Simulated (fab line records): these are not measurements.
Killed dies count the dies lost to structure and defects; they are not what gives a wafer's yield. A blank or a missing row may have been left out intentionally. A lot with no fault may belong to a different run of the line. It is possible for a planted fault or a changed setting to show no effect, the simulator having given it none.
Matching of chambers    flow n5 finfet    rie diel-05 running N5_BEOL_M0_SAQP_ETCH_106: 4 sister chambers
The step etches SOC in N2/H2, stops on SiNx, target depth 150 nm. 16 wafers are shown with their chamber, then 8 later ones without.

== WAFERS, EACH WITH ITS CHAMBER ==
wafer   chamber  showerhead plenum p Torr (Torr)  drypump motor current A (A)  throttle valve pct (%)
L076.1  1        2.46                             6.1                          17.77
L076.2  3        2.63                             6.2                          17.86
L076.5  2        2.59                             5.3                          18.05
L078.2  2        2.59                             5.3                          18.04
L078.3  3        2.62                             6.2                          17.88
L078.6  1        2.46                             6.1                          17.77
L081.1  0        2.61                             5.9                          17.79
L081.3  1        2.45                             6.2                          17.78
L081.6  2        2.58                             5.3                          18.07
L083.1  0        2.61                             5.9                          17.79
L083.2  1        2.45                             6.2                          17.79
L083.6  2        2.58                             5.3                          18.08
L085.1  3        2.62                             6.3                          17.90
L085.2  2        2.58                             5.3                          18.06
L085.3  0        2.61                             5.9                          17.78
L089.1  2        2.58                             5.3                          18.07

SIGNATURES (averages over the wafers above)
reading                   chamber 0  chamber 1  chamber 2  chamber 3  scatter within a chamber
showerhead plenum p Torr  2.6100     2.4550     2.5833     2.6233     0.005
drypump motor current A   5.900      6.150      5.300      6.233      0.0373
throttle valve pct        17.7867    17.7775    18.0617    17.8800    0.0136
Rule: a wafer lies at a distance from a chamber equal to the root of the sum of squares, over the readings, of (its reading less the chamber's mean, divided by the reading's scatter). The wafer belongs to the nearest chamber; if the next one is less than 2 further off, it can't be placed. The scatter is the square root of a quotient: the sum, over the shown wafers, of each reading's squared deviation from its chamber's mean, divided by wafers minus chambers.

== WAFERS WITHOUT THEIR CHAMBER ==
wafer   showerhead plenum p Torr (Torr)  drypump motor current A (A)  throttle valve pct (%)
L089.2  2.61                             6.2                          17.92
L089.6  2.61                             6.2                          17.90
L091.2  2.45                             6.1                          17.81
L091.3  2.61                             6.2                          17.90
L091.6  2.45                             6.1                          17.81
L093.1  2.60                             5.9                          17.80
L093.2  2.61                             6.2                          17.90
L093.5  2.60                             5.9                          17.82

== WHICH CHAMBER EACH WENT THROUGH ==
wafer   from the rows above  in truth
L089.2  3                    3
L089.6  3                    3
L091.2  1                    1
L091.3  3                    3
L091.6  1                    1
L093.1  0                    0
L093.2  3                    3
L093.5  0                    0
Correctly placed: 8 of 8. Number that these rows cannot place: 0. 0 placed wrongly.
